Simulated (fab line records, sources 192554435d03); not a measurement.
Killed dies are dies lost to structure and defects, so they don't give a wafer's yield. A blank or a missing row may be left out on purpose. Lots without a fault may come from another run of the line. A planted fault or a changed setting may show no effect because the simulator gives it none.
Chamber matching | flow n5_finfet | N5_MOL_CONTACT_COAG_ETCHBACK_134 on rie_diel-01: 4 sister chambers
The step etches SiO2 in CHF3, target depth 10 nm, time 6.7 s. 22 wafers are shown with their chamber, then 11 later ones without.

WAFERS WITH THEIR CHAMBER
wafer  | chamber | throttle_valve_pct (%) | drypump_motor_current_A (A) | rf_vpp_V (V)
L074.2 | 2       | 19.28                  | 5.88                        | 516
L074.3 | 1       | 18.92                  | 5.57                        | 538
L074.4 | 0       | 18.46                  | 5.12                        | 508
L075.1 | 3       | 18.68                  | 5.52                        | 539
L075.5 | 2       | 19.28                  | 5.80                        | 517
L075.6 | 1       | 18.94                  | 5.56                        | 538
L077.3 | 0       | 18.45                  | 5.13                        | 508
L077.4 | 1       | 18.96                  | 5.55                        | 538
L077.6 | 1       | 18.95                  | 5.56                        | 538
L080.4 | 0       | 18.48                  | 5.12                        | 509
L080.5 | 2       | 19.29                  | 5.84                        | 518
L080.6 | 1       | 18.95                  | 5.57                        | 540
L082.1 | 0       | 18.47                  | 5.12                        | 509
L082.3 | 1       | 18.95                  | 5.54                        | 537
L082.5 | 1       | 18.95                  | 5.56                        | 538
L083.1 | 1       | 18.97                  | 5.57                        | 539
L083.3 | 3       | 18.69                  | 5.54                        | 537
L083.5 | 2       | 19.30                  | 5.86                        | 517
L085.1 | 2       | 19.32                  | 5.86                        | 517
L085.4 | 1       | 18.97                  | 5.56                        | 538
L085.5 | 2       | 19.32                  | 5.89                        | 518
L089.2 | 1       | 18.97                  | 5.56                        | 540

SIGNATURES (means of the wafers above)
reading                 | chamber 0 | chamber 1 | chamber 2 | chamber 3 | scatter within a chamber
throttle_valve_pct      | 18.4650   | 18.9530   | 19.2983   | 18.6850   | 0.0157
drypump_motor_current_A | 5.1225    | 5.5600    | 5.8550    | 5.5300    | 0.0186
rf_vpp_V                | 508.50    | 538.40    | 517.17    | 538.00    | 0.889
Rule: a wafer's distance from a chamber is the root of the sum, over the readings, of the square of ((its reading less the chamber's mean) divided by the reading's scatter). The wafer belongs to the nearest chamber; if the next one is less than 2 further off, it can't be placed. The scatter: the root of (the sum of the squares of (reading less its chamber's mean) over the shown wafers, divided by (wafers less chambers)).

WAFERS WITHOUT THEIR CHAMBER
wafer  | throttle_valve_pct (%) | drypump_motor_current_A (A) | rf_vpp_V (V)
L089.4 | 18.52                  | 5.12                        | 510
L089.6 | 18.98                  | 5.57                        | 539
L094.1 | 18.53                  | 5.10                        | 508
L094.2 | 18.73                  | 5.54                        | 538
L094.4 | 18.98                  | 5.81                        | 526
L095.1 | 18.53                  | 5.13                        | 508
L095.4 | 18.97                  | 5.83                        | 526
L095.5 | 19.00                  | 5.56                        | 538
L097.1 | 18.55                  | 5.11                        | 508
L097.2 | 18.75                  | 5.55                        | 540
L097.6 | 18.53                  | 5.11                        | 509

WHICH CHAMBER EACH WENT THROUGH
wafer  | from the rows above | in truth
L089.4 | 0                   | 0
L089.6 | 1                   | 1
L094.1 | 0                   | 0
L094.2 | 3                   | 3
L094.4 | 1                   | 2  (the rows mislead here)
L095.1 | 0                   | 0
L095.4 | 1                   | 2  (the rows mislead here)
L095.5 | 1                   | 1
L097.1 | 0                   | 0
L097.2 | 3                   | 3
L097.6 | 0                   | 0
Placed correctly: 9 of 11. Can't be placed from these rows: 0. Placed wrongly: 2.
